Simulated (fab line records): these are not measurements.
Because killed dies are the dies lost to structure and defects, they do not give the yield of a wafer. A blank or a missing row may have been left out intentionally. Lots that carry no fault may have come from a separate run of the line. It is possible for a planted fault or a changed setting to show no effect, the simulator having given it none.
Split-lot study	flow n5-finfet	on a route of 1938 steps: 7 lots, 21 wafers read

THE SPLIT
At N5_DUMMY_GATE_EXPOSE_12 (exposes mask GATE, target cd 25 nm), the setting dose-mj was moved away from the recipe's 34 on 8 of the 21 wafers read, by -6.9% to +3.7%. For the rest of the wafers, this setting stayed at what the recipe calls for.

FROM THE SPLIT TO THE READING: what the file shows between them, 2 steps
- N5_DUMMY_GATE_PEB_13: peb time 60 s
- N5_DUMMY_GATE_DEVELOP_14: develop time 30 s

THE READING
cd-nm (nm) at N5_DUMMY_GATE_CD_MEAS_15, where the cd target is 25.8 nm. Typical for fault-free wafers on this fab line: 24.91 nm, with standard deviation 0.25 nm.

wafer	tool, chamber at the split	dose-mj as run	against the recipe	cd-nm, nm	against lot-mates on the recipe
L079.2	euv-scanner-02, 0	34	recipe	25.13	-
L079.4	euv-scanner-02, 0	33.18	-2.4%	25.62	+0.49
L079.5	euv-scanner-02, 0	33.18	-2.4%	25.64	+0.51
L083.1	euv-scanner-01, 0	35.27	+3.7%	24.40	-0.73
L083.3	euv-scanner-01, 0	34	recipe	25.13	-
L083.5	euv-scanner-01, 0	35.27	+3.7%	24.46	-0.67
L084.4	euv-scanner-01, 0	34	recipe	25.09	-
L084.5	euv-scanner-01, 0	34	recipe	25.07	-
L084.6	euv-scanner-01, 0	34	recipe	25.11	-
L088.4	euv-scanner-02, 0	32.18	-5.4%	25.96	+0.73
L088.5	euv-scanner-02, 0	34	recipe	25.23	-
L088.6	euv-scanner-02, 0	32.18	-5.4%	25.85	+0.62
L093.2	euv-scanner-02, 0	34	recipe	24.71	-
L093.5	euv-scanner-02, 0	34	recipe	24.93	-
L093.6	euv-scanner-02, 0	32.09	-5.6%	25.75	+0.93
L095.2	euv-scanner-01, 0	34	recipe	25.12	-
L095.4	euv-scanner-01, 0	34	recipe	25.30	-
L095.6	euv-scanner-01, 0	31.67	-6.9%	26.23	+1.02
L097.1	euv-scanner-02, 0	34	recipe	25.02	-
L097.4	euv-scanner-02, 0	34	recipe	25.13	-
L097.6	euv-scanner-02, 0	34	recipe	24.72	-

THE FIT
A straight line over all 21 wafers: cd-nm changes by -0.162 nm for each +1% of dose-mj; r = -0.94; the points scatter about the line by 0.16 nm.
The same after taking each lot's own level away (the mean of its wafers on the recipe; 21 wafers): -0.156 nm for each +1%; r = -0.97; scatter 0.11 nm.
Per that fit: largest dose-mj move, reading shift of 1.1 nm.
The lots' own levels span 24.820 to 25.230 nm, that is 1.6 times the standard deviation above.
Hence the lot-to-lot level has little effect on the slope; both slopes agree.
Check: for one of the wafers moved furthest among these (-6.9%), held out of the fit, the line's prediction against its lot-mates is +1.07 nm. It came out at +1.02 nm against them.

OTHER SPLITS APPLIED TO THESE WAFERS
Before the reading, these wafers also passed through other splits. Each is held against what the fit with the lots' levels taken away leaves over:
other split on the same wafers	wafers away from the commonest value	r with cd-nm (lot level and that fit taken away)
N5_WELL_APT_COAT_02 spin-rpm	5	-0.17
N5_PMOS_HMC_CHANNEL_EPI_PEB_07 peb-temp-c	6	+0.32
N5_PMOS_HMC_CHANNEL_EPI_DEVELOP_08 develop-time-s	5	-0.10
N5_FIN_SAQP_SPACER1_ALD_24 temp-c	11	+0.23
N5_DUMMY_GATE_PECVD_30 time-s	9	-0.40

THE WHOLE CHAIN: every reading that the file lists as answering this split, in the file's order
step	what it does	reading	change (the file's fit)	r (the file's)
N5_DUMMY_GATE_CD_MEAS_15	target cd 25.8 nm	cd-nm	-0.155 nm for each +1% of the setting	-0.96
N5_DUMMY_GATE_TRIM_49	chemistry O2, time 29 s, target cd 14 nm	DUMMY_GATE.cd-nm (the simulator's own value, which no gauge read)	-0.147 nm for each +1% of the setting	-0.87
N5_DUMMY_GATE_ETCH_44	etches poly-Si in HBr/O2, stops on SiO2, target depth 127.5 nm	DUMMY_GATE.cd-nm (the simulator's own value, which no gauge read)	-0.162 nm for each +1% of the setting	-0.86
N5_DUMMY_GATE_ETCH_42	etches SiO2 in CHF3/O2, target depth 3.5 nm, time 31 s	DUMMY_GATE.cd-nm (the simulator's own value, which no gauge read)	-0.168 nm for each +1% of the setting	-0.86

THE FILE'S OWN FIT
cd-nm changes by -0.155 nm for each +1% of dose-mj, r = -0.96.
